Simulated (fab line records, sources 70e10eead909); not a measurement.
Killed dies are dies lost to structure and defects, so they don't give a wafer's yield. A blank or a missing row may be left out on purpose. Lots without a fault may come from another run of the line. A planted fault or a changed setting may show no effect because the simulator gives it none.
Which tool did it? | flow nand_harc | 6 lots, 18 wafers sampled, at 4 steps of a route of 1302

WHAT THE GAUGES READ, wafer by wafer
NHARC_A_SIN_REMOVE_INSPECT_04.
lot  | measured     | on                | raw_defect_count
L768 | day 21 00:41 | defect_inspect-02 | 416 440 438
L770 | day 22 13:13 | defect_inspect-02 | 374 406 409
L778 | day 25 13:00 | defect_inspect-01 | 1255 1256 1225
L780 | day 26 02:59 | defect_inspect-02 | 1441 1466 1471
L786 | day 29 00:35 | defect_inspect-02 | 423 334 371
L789 | day 30 01:17 | defect_inspect-01 | 459 595 456

WHICH TOOL RAN EACH LOT (tool, then ch and the chambers of the sampled wafers, then the start)
lot  | NHARC_A_SLIT_DEP_23             | NHARC_A_SLIT_DESCUM_14             | NHARC_A_SLIT_ETCH_17
L768 | pecvd-02 ch 1,2, day 20 10:48   | rie_diel-03 ch 2,3, day 20 11:38   | har_etch-01 ch 0,1, day 20 14:44
L770 | pecvd-02 ch 0,1, day 21 21:41   | rie_diel-07 ch 0,2,3, day 21 22:26 | har_etch-01 ch 0,1, day 22 02:51
L778 | pecvd-02 ch 0,1,2, day 24 23:11 | rie_diel-07 ch 0,1,2, day 24 23:55 | har_etch-01 ch 0,1, day 25 01:11
L780 | pecvd-02 ch 0,2, day 25 12:47   | rie_diel-12 ch 1,2, day 25 13:46   | har_etch-01 ch 0,1, day 25 16:12
L786 | pecvd-02 ch 0,1, day 28 10:52   | rie_diel-07 ch 0,3, day 28 11:49   | har_etch-01 ch 0, day 28 13:40
L789 | pecvd-03 ch 1,2, day 29 09:25   | rie_diel-07 ch 0,1, day 29 10:16   | har_etch-01 ch 0,1, day 29 13:26
- NHARC_A_SLIT_DEP_23: deposits SiON, target thk 100 nm.
- NHARC_A_SLIT_DESCUM_14: chemistry O2, time 3 s.
- NHARC_A_SLIT_ETCH_17: etches the open film in C4F8/O2/Ar, time 4254.5 s, target depth 20300 nm.

THE ANSWER, worked out from the rows above alone
Rule: what is usual is taken from the lots themselves. Put in order of their means at a reading, lots are off if they are a third of the lots or fewer, leave a main group of 4 or more, and stand apart from it by a gap of 3 or more times the standard deviation of the main group's means; of several such gaps the widest counts. A main group whose means are all the same, to the digits that the tables above print for the reading, isn't used. A lot without any number at a reading at which 4 lots or more have one is off too. The other lots that the step has rows for count as sound.
Off: L778, L780, at NHARC_A_SIN_REMOVE_INSPECT_04 (raw_defect_count). The main group: mean 427, standard deviation 48.
A tool fits if, at a process step before that reading, it ran every lot that is off, and no sound lot after the first of them. The gauges at NHARC_A_SIN_REMOVE_INSPECT_04 are tried like those tools. None of those tried fits.

WHAT THE SIMULATOR HAD PUT IN
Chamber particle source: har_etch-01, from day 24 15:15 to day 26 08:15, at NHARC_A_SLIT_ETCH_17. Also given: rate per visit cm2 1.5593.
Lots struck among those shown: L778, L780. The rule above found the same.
